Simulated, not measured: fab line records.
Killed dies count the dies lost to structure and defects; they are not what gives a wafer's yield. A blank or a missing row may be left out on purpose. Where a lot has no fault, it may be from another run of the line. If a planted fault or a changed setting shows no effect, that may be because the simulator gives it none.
What tool caused it? | flow nand-harc | 9 lots with 27 wafers sampled at 9 steps, on a route of 1302 steps

## WHAT THE GAUGES SHOWED, per wafer
NHARC_P_BONDPAD_INSPECT_23. Usual: 315 for raw-defect-count, sd 93.
lot  | measured     | on                | raw-defect-count | flag
L265 | day 9 03:30  | defect-inspect-02 | 260 281 290      |
L268 | day 10 09:56 | defect-inspect-02 | 377 409 342      |
L269 | day 11 01:00 | defect-inspect-01 | 374 313 343      |
L271 | day 11 16:28 | defect-inspect-01 | 233 174 274      |
L274 | day 12 16:07 | defect-inspect-01 | 380 573 340      |
L275 | day 13 13:13 | defect-inspect-02 | 431 368 462      |
L278 | day 14 14:32 | defect-inspect-01 | 188 405 137      |
L280 | day 15 01:42 | defect-inspect-01 | 221 263 427      |
L282 | day 16 05:40 | defect-inspect-01 | 224 255 253      |

NHARC_A_ONON_D1_THK_MEAS_21: measures by ellipsometry. Usual: 999 nm for thk-nm, sd 9.2.
lot  | measured     | on            | thk-nm (nm)    | flag
L265 | day 10 14:24 | film-metro-01 | 989 989 988    |
L268 | day 11 19:46 | film-metro-01 | 1007 1009 1007 |
L269 | day 12 12:56 | film-metro-01 | 990 991 989    |
L271 | day 13 03:15 | film-metro-02 | 1012 1014 1014 |
L274 | day 14 02:07 | film-metro-01 | 983 983 982    |
L275 | day 15 00:05 | film-metro-02 | 1009 1010 1010 |
L278 | day 16 04:38 | film-metro-02 | 996 995 995    |
L280 | day 16 13:12 | film-metro-02 | 997 998 996    |
L282 | day 18 00:00 | film-metro-01 | 996 999 997    |

NHARC_A_CHANNEL_HOLE_D1_CD_MEAS_10 targets a cd of 100 nm. Usual: 100.0 nm for cd-nm, sd 0.42.
lot  | measured     | on        | cd-nm (nm)        | flag
L265 | day 10 19:13 | cd-sem-01 | 100.3 100.0 99.9  |
L268 | day 12 02:58 | cd-sem-03 | 99.0 100.2 99.2   |
L269 | day 12 18:06 | cd-sem-03 | 99.5 100.1 99.8   |
L271 | day 13 08:50 | cd-sem-01 | 100.3 100.1 99.8  |
L274 | day 14 11:11 | cd-sem-03 | 112.9 113.6 112.8 | OFF
L275 | day 15 05:15 | cd-sem-03 | 112.8 113.0 112.7 | OFF
L278 | day 16 09:37 | cd-sem-01 | 101.0 101.1 100.3 |
L280 | day 16 21:29 | cd-sem-03 | 100.7 100.6 100.2 |
L282 | day 18 06:07 | cd-sem-01 | 100.4 100.3 99.2  |

NHARC_A_CHANNEL_HOLE_D1_CD_MEAS_30. Usual: 89.7 nm for cd-nm, sd 1.
lot  | measured     | on        | cd-nm (nm)        | flag
L265 | day 11 03:06 | cd-sem-01 | 89.7 88.9 90.6    |
L268 | day 12 13:29 | cd-sem-02 | 89.5 90.4 89.5    |
L269 | day 13 04:21 | cd-sem-03 | 87.1 89.3 89.2    |
L271 | day 13 15:44 | cd-sem-02 | 90.3 90.1 89.0    |
L274 | day 14 20:46 | cd-sem-02 | 103.8 103.5 102.9 | OFF
L275 | day 15 12:55 | cd-sem-01 | 103.3 103.1 104.4 | OFF
L278 | day 16 16:30 | cd-sem-01 | 90.5 91.7 89.2    |
L280 | day 17 14:28 | cd-sem-03 | 89.5 89.0 89.7    |
L282 | day 18 13:27 | cd-sem-03 | 90.2 89.6 89.1    |

NHARC_END_WLT_00. Usual: VT_DECK1_BOTTOM 0.870, standard deviation 0.0064; VT_DECK1_BOTTOM_INNER 0.871, standard deviation 0.0066; VT_DECK1_MEDIAN_NEAR_BOTTOM 0.872, standard deviation 0.006; VT_DECK1_MEDIAN_NEAR_BOTTOM_INNER 0.872, standard deviation 0.0063; VT_DECK1_MIDDLE 0.885, standard deviation 0.0065; VT_DECK1_MIDDLE_INNER 0.884, standard deviation 0.0061; VT_DECK1_TOP 0.896, standard deviation 0.0058; VT_DECK1_TOP_INNER 0.896, standard deviation 0.0065; VT_DECK2_BOTTOM 0.874, standard deviation 0.0068; VT_DECK2_BOTTOM_INNER 0.875, standard deviation 0.0072; VT_DECK2_MEDIAN_NEAR_BOTTOM 0.876, standard deviation 0.0074; VT_DECK2_MEDIAN_NEAR_BOTTOM_INNER 0.876, standard deviation 0.0065; VT_DECK2_MIDDLE 0.888, standard deviation 0.0072; VT_DECK2_MIDDLE_INNER 0.888, standard deviation 0.0067; VT_DECK2_TOP 0.900, standard deviation 0.0066; VT_DECK2_TOP_INNER 0.900, standard deviation 0.0064.
lot  | measured     | on        | VT_DECK1_BOTTOM   | VT_DECK1_BOTTOM_INNER | VT_DECK1_MEDIAN_NEAR_BOTTOM | VT_DECK1_MEDIAN_NEAR_BOTTOM_INNER | VT_DECK1_MIDDLE   | VT_DECK1_MIDDLE_INNER | VT_DECK1_TOP      | VT_DECK1_TOP_INNER | VT_DECK2_BOTTOM   | VT_DECK2_BOTTOM_INNER | VT_DECK2_MEDIAN_NEAR_BOTTOM | VT_DECK2_MEDIAN_NEAR_BOTTOM_INNER | VT_DECK2_MIDDLE   | VT_DECK2_MIDDLE_INNER | VT_DECK2_TOP      | VT_DECK2_TOP_INNER | flag
L265 | day 25 22:48 | prober-02 | 0.867 0.860 0.869 | 0.859 0.872 0.869     | 0.866 0.870 0.863           | 0.871 0.859 0.869                 | 0.879 0.878 0.878 | 0.881 0.879 0.887     | 0.895 0.886 0.886 | 0.891 0.887 0.888  | 0.864 0.861 0.853 | 0.863 0.855 0.857     | 0.867 0.859 0.851           | 0.856 0.860 0.858                 | 0.876 0.872 0.868 | 0.873 0.874 0.876     | 0.889 0.893 0.891 | 0.883 0.892 0.879  |
L268 | day 28 02:36 | prober-01 | 0.874 0.858 0.869 | 0.856 0.862 0.858     | 0.869 0.866 0.856           | 0.865 0.873 0.871                 | 0.875 0.878 0.874 | 0.873 0.883 0.878     | 0.899 0.897 0.891 | 0.892 0.886 0.890  | 0.876 0.885 0.886 | 0.882 0.877 0.882     | 0.883 0.878 0.883           | 0.880 0.881 0.885                 | 0.895 0.891 0.892 | 0.899 0.898 0.899     | 0.915 0.907 0.908 | 0.903 0.912 0.910  |
L269 | day 28 10:25 | prober-01 | 0.862 0.869 0.868 | 0.863 0.876 0.868     | 0.864 0.875 0.869           | 0.865 0.864 0.865                 | 0.885 0.885 0.889 | 0.887 0.883 0.882     | 0.896 0.897 0.895 | 0.901 0.903 0.885  | 0.881 0.878 0.877 | 0.879 0.882 0.872     | 0.885 0.880 0.877           | 0.879 0.880 0.875                 | 0.895 0.898 0.901 | 0.896 0.886 0.889     | 0.906 0.907 0.913 | 0.911 0.908 0.900  |
L271 | day 29 15:54 | prober-01 | 0.870 0.862 0.864 | 0.872 0.873 0.870     | 0.867 0.874 0.876           | 0.866 0.872 0.869                 | 0.891 0.883 0.878 | 0.884 0.891 0.880     | 0.896 0.902 0.889 | 0.901 0.896 0.904  | 0.879 0.869 0.881 | 0.881 0.868 0.876     | 0.887 0.877 0.876           | 0.870 0.875 0.879                 | 0.890 0.887 0.894 | 0.894 0.884 0.894     | 0.905 0.906 0.898 | 0.903 0.894 0.908  |
L275 | day 30 12:25 | prober-02 | 0.900 0.907 0.892 | 0.904 0.898 0.906     | 0.905 0.900 0.905           | 0.904 0.909 0.909                 | 0.906 0.918 0.913 | 0.908 0.922 0.918     | 0.922 0.924 0.921 | 0.913 0.931 0.921  | 0.874 0.877 0.876 | 0.879 0.870 0.876     | 0.886 0.882 0.871           | 0.874 0.876 0.877                 | 0.885 0.889 0.888 | 0.887 0.886 0.889     | 0.904 0.908 0.900 | 0.901 0.890 0.903  | OFF
L278 | day 31 15:46 | prober-02 | 0.874 0.880 0.872 | 0.884 0.883 0.860     | 0.871 0.881 0.870           | 0.874 0.882 0.872                 | 0.890 0.898 0.893 | 0.886 0.891 0.890     | 0.894 0.897 0.895 | 0.900 0.899 0.893  | 0.877 0.872 0.865 | 0.871 0.872 0.870     | 0.873 0.874 0.879           | 0.873 0.872 0.865                 | 0.883 0.877 0.881 | 0.894 0.888 0.894     | 0.892 0.897 0.896 | 0.889 0.899 0.902  |
L280 | day 33 01:58 | prober-02 | 0.872 0.870 0.870 | 0.874 0.866 0.870     | 0.881 0.872 0.873           | 0.875 0.870 0.875                 | 0.894 0.890 0.887 | 0.884 0.885 0.884     | 0.895 0.901 0.900 | 0.906 0.902 0.902  | 0.867 0.867 0.867 | 0.863 0.868 0.858     | 0.876 0.871 0.866           | 0.877 0.875 0.869                 | 0.882 0.878 0.889 | 0.876 0.879 0.877     | 0.889 0.894 0.892 | 0.893 0.898 0.889  |
L282 | day 34 10:31 | prober-01 | 0.879 0.873 0.873 | 0.875 0.869 0.876     | 0.873 0.873 0.875           | 0.875 0.874 0.876                 | 0.893 0.888 0.888 | 0.891 0.887 0.893     | 0.906 0.899 0.898 | 0.896 0.901 0.903  | 0.867 0.859 0.869 | 0.870 0.872 0.856     | 0.871 0.863 0.871           | 0.875 0.862 0.863                 | 0.888 0.874 0.879 | 0.880 0.883 0.885     | 0.888 0.898 0.889 | 0.898 0.891 0.894  |

NHARC_END_SORT_01. Usual: killed-at-array 56, standard deviation 21; killed-at-other 1.2, standard deviation 1.6; killed-at-periphery 3.7, standard deviation 2.5; killed-dies 61, standard deviation 21; killed-open 3.1, standard deviation 1.8; killed-short 2.8, standard deviation 1.7.
lot  | measured     | on        | killed-at-array | killed-at-other | killed-at-periphery | killed-dies | killed-open | killed-short | flag
L275 | day 30 15:24 | prober-02 | 35 45 26        | 1 0 0           | 12 9 11             | 48 54 37    | 5 5 1       | 3 3 2        |

## WHAT TOOL EACH LOT RAN ON (gives the tool, then ch and the chambers of the sampled wafers, and finally the start)
lot  | NHARC_A_CHANNEL_HOLE_D1_PEB_08    | NHARC_A_CHANNEL_HOLE_D1_ETCH_16               | NHARC_A_CHANNEL_HOLE_D1_XSEM_31
L265 | litho-track-06 ch 0, day 10 19:08 | rie-diel-01 ch 1,2, day 11 03:06 or earlier   | xsem-02 ch 0, day 11 03:12
L268 | litho-track-01 ch 0, day 12 02:53 | rie-diel-01 ch 0,1,2, day 12 13:29 or earlier | xsem-01 ch 0, day 12 13:34
L269 | litho-track-01 ch 0, day 12 18:01 | rie-diel-01 ch 0,1, day 13 04:21 or earlier   | xsem-01 ch 0, day 13 04:26
L271 | litho-track-04 ch 0, day 13 08:46 | rie-diel-01 ch 1,2, day 13 15:44 or earlier   | xsem-01 ch 0, day 13 15:49
L274 | litho-track-01 ch 0, day 14 11:06 | rie-diel-01 ch 1,2,3, day 14 20:46 or earlier | xsem-01 ch 0, day 14 20:51
L275 | litho-track-01 ch 0, day 15 05:10 | rie-diel-01 ch 1,2,3, day 15 12:55 or earlier | xsem-02 ch 0, day 15 13:01
L278 | litho-track-04 ch 0, day 16 09:32 | rie-diel-01 ch 0,2,3, day 16 16:30 or earlier | xsem-02 ch 0, day 16 16:36
L280 | litho-track-06 ch 0, day 16 21:24 | rie-diel-07 ch 0,1,3, day 17 14:28 or earlier | xsem-01 ch 0, day 17 14:33
L282 | litho-track-04 ch 0, day 18 06:02 | rie-diel-07 ch 2,3, day 18 13:27 or earlier   | xsem-02 ch 0, day 18 13:33
- NHARC_A_CHANNEL_HOLE_D1_PEB_08: peb time 65 s.
- NHARC_A_CHANNEL_HOLE_D1_ETCH_16: etches the open film in O2/COS, target depth 3100 nm, time 806 s.
- NHARC_A_CHANNEL_HOLE_D1_XSEM_31

## WHAT THE TOOLS THEMSELVES READ (means of the sampled wafers that have a number; where no wafer has one, the mark that the record gives instead)
NHARC_A_CHANNEL_HOLE_D1_PEB_08. Usual: 23.01 C for resist-line-temp-C, sd 0.091.
lot  | tool           | resist-line-temp-C (C) | flag
L265 | litho-track-06 | 22.93                  |
L268 | litho-track-01 | 22.98                  |
L269 | litho-track-01 | 23.00                  |
L271 | litho-track-04 | 23.03                  |
L274 | litho-track-01 | 22.98                  |
L275 | litho-track-01 | 22.99                  |
L278 | litho-track-04 | 22.98                  |
L280 | litho-track-06 | 23.06                  |
L282 | litho-track-04 | 22.99                  |

NHARC_A_CHANNEL_HOLE_D1_ETCH_16. Usual: cos-flow-sccm 20.00 sccm, standard deviation 0.059; drypump-motor-current-A 5.66 A, standard deviation 0.3; mfc-ar-sccm 0.003 sccm, standard deviation 0.006; oes-product-au 1.000 a.u., standard deviation 0.0078; rf-fwd-power-W 499.3 W, standard deviation 1.5; rf-vpp-V 314.3 V, standard deviation 2.4; showerhead-plenum-p-Torr 3.13 Torr, standard deviation 0.15; throttle-valve-pct 28.330 %, standard deviation 0.0086.
lot  | tool        | cos-flow-sccm (sccm) | drypump-motor-current-A (A) | mfc-ar-sccm (sccm) | oes-product-au (a.u.) | rf-fwd-power-W (W) | rf-vpp-V (V) | showerhead-plenum-p-Torr (Torr) | throttle-valve-pct (%) | flag
L265 | rie-diel-01 | 19.98                | 5.48                        | 0.008              | 0.996                 | 499.4              | 315.3        | 3.17                            | 28.322                 |
L268 | rie-diel-01 | 19.97                | 5.55                        | 0.004              | 0.999                 | 498.5              | 315.6        | 3.24                            | 28.331                 |
L269 | rie-diel-01 | 20.01                | 5.47                        | 0.008              | 0.999                 | 499.4              | 315.7        | 3.21                            | 28.335                 |
L271 | rie-diel-01 | 20.03                | 5.58                        | 0.004              | 1.006                 | 497.9              | 315.0        | 3.20                            | 28.327                 |
L274 | rie-diel-01 | 20.00                | 5.47                        | 0.004              | 1.000                 | 498.5              | 313.5        | 3.10                            | 28.330                 |
L275 | rie-diel-01 | 20.00                | 5.47                        | 0.004              | 1.001                 | 500.7              | 314.0        | 3.10                            | 28.330                 |
L278 | rie-diel-01 | 19.98                | 5.53                        | 0.000              | 0.992                 | 498.5              | 315.1        | 3.16                            | 28.328                 |
L280 | rie-diel-07 | 19.99                | 6.00                        | 0.000              | 1.005                 | 498.0              | 313.4        | 3.05                            | 28.326                 |
L282 | rie-diel-07 | 19.97                | 6.08                        | 0.000              | 1.001                 | 499.3              | 315.4        | 3.23                            | 28.334                 |

NHARC_A_CHANNEL_HOLE_D1_XSEM_31. Usual: bot-cd-nm 74.3 nm, standard deviation 1.2; bow-nm 8.73 nm, standard deviation 0.21; tilt-deg 0.07 degrees, standard deviation 0.047.
lot  | tool    | bot-cd-nm (nm) | bow-nm (nm) | tilt-deg (degrees) | flag
L265 | xsem-02 | 74.1           | 8.85        | 0.08               |
L268 | xsem-01 | 74.2           | 8.53        | 0.08               |
L269 | xsem-01 | 72.4           | 8.67        | 0.02               |
L271 | xsem-01 | 73.3           | 8.51        | 0.05               |
L274 | xsem-01 | 89.2           | 8.66        | -0.03              | OFF
L275 | xsem-02 | 87.7           | 8.44        | 0.17               | OFF
L278 | xsem-02 | 75.9           | 8.42        | 0.11               |
L280 | xsem-01 | 73.8           | 8.85        | 0.04               |
L282 | xsem-02 | 74.2           | 8.93        | 0.08               |

## THE ANSWER, worked out from the rows above alone
Rule: lot off if the mean of its wafers having a number is beyond 3 standard deviations from the usual mean. A lot without any number at a reading at which 4 lots or more have one is off too. Any other lot the step has rows for is counted as sound. First the gauges in route order, then the tools' own readings, where a lot's mean is used as printed above. At the first step where some lot is off, the reading lying furthest off is the one used; lots without a number count as furthest.
Off: L274, L275, at NHARC_A_CHANNEL_HOLE_D1_CD_MEAS_10 (cd-nm).
If a tool, at a process step before that reading, ran all the lots that are off and no sound lot after the first of them, it fits. The gauges at NHARC_A_CHANNEL_HOLE_D1_CD_MEAS_10 aren't tried: what is off there is off at NHARC_A_CHANNEL_HOLE_D1_CD_MEAS_30 too, on other tools, and a gauge's error can't cause that. One fits: NHARC_A_CHANNEL_HOLE_D1_PEB_08 on litho-track-01. Its last sound lot is L269 (day 12 18:01), its first lot that is off L274 (day 14 11:06): a fault that began between those two fits.

## WHAT THE SIMULATOR HAD INSERTED
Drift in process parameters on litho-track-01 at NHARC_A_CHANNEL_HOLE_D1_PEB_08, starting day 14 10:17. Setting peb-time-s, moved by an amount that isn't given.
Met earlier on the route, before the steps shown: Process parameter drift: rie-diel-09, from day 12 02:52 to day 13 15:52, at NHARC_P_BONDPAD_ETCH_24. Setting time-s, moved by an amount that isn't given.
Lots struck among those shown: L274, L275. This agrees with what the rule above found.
